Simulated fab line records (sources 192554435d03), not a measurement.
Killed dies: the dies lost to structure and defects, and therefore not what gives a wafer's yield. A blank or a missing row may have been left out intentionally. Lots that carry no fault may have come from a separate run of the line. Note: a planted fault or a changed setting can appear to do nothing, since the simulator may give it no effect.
Comparing a struck lot with a sound one + flow n5 finfet + 14 out of 1938 route steps
Sound: wafers L389.1, L389.5, L389.6. Struck: wafers L386.1, L386.2, L386.4. The cause is given at the end.
At each step with rows: each side's tool, then ch and its chambers, then its first start. Under that, the readings that differ: sound wafers + struck wafers + difference of the means + sigmas: that difference in standard deviations of wafers without a fault.
alike: readings whose means differ by less than 2 such deviations, and words and numbers that are the same on both sides. not compared: withheld readings, readings that some wafer has no value for, bounds like >300 that may hide the same value, and numbers for which the record gives no deviation and whose values overlap.
Wherever a step has rows on one side only, a row that says differs or no value, or a row with sigmas, the two part there. Non-overlapping numbers with no deviation appear without sigmas and do not part them. A reading missing from all wafers of one side parts the sides only when that side holds two or more wafers.

N5_BEOL_M5_ILD_DEP_00: deposits SiCOH lowk from DEMS/porogen, target thk 140.64 nm, time 25.9 s.
  sound on pecvd-03 ch 1,2, day 13 09:49; struck on pecvd-01 ch 0,1,2, day 13 06:47
  alike: heater power outer w, heater power w, rf fwd power W, showerhead plenum p Torr, throttle valve pct
N5_BEOL_M5_CURE_79: cures SiCOH lowk, time 240 s.
  sound on uv cure-02 ch 2, day 13 09:52; struck on uv cure-02 ch 0, day 13 06:51
  alike: lamp power pct, wafer_temp_C_max
N5_BEOL_M5_THK_MEAS_01:
  sound on film metro-01 at day 13 10:23; struck on film metro-01 at day 13 07:22
| reading         | sound             | struck            | difference | sigmas |
|-----------------|-------------------|-------------------|------------|--------|
| M5_ILD_THK (nm) | 121.3 124.3 124.0 | 118.6 119.2 121.1 | -3.6       | -2     |
N5_BEOL_M5_PECVD_70: deposits SiO2 from TEOS/O2, target thk 16 nm, time 18 s.
  sound on pecvd-01 ch 0,1,2, day 13 10:25; struck on pecvd-01 ch 0,1, day 13 07:24
  alike: heater power outer w, heater power w, rf fwd power W, showerhead plenum p Torr, throttle valve pct
N5_BEOL_M5_HM_DEP_02: deposits TiN, target thk 20 nm.
  sound on pvd sputter-01 at day 13 10:50; struck on pvd sputter-01 at day 13 08:08
  alike: throttle valve pct
then, 7 steps without rows for these wafers: N5_BEOL_M5_COAT_59 (time 60 s, resist thk 60 nm); N5_BEOL_M5_COAT_60 (time 60 s, resist thk 12 nm); N5_BEOL_M5_COAT_71 (time 60 s, resist thk 5 nm); N5_BEOL_M5_COAT_05 (resist thk 30 nm); N5_BEOL_M5_EBR_07; N5_BEOL_M5_SOFTBAKE_06 (time 60 s); N5_BEOL_M5_EXPOSE_08 (exposes mask M5, target cd 28 nm).
N5_BEOL_M5_PEB_09: peb time 60 s.
  struck on litho track-05, day 13 08:28; sound on litho track-05 ch 0, day 13 11:10
  no value came back on the struck wafers for chill plate temp C (C), exhaust pa (Pa); on the sound wafers chill plate temp C (C) reads 22.84 22.91 22.81
then, 1 step without rows for these wafers: N5_BEOL_M5_DEVELOP_10 (develop time 30 s).

## WHERE THEY PART
Earliest at N5_BEOL_M5_THK_MEAS_01; latest, in this record, at N5_BEOL_M5_PEB_09.

WHY: what the simulator had put in
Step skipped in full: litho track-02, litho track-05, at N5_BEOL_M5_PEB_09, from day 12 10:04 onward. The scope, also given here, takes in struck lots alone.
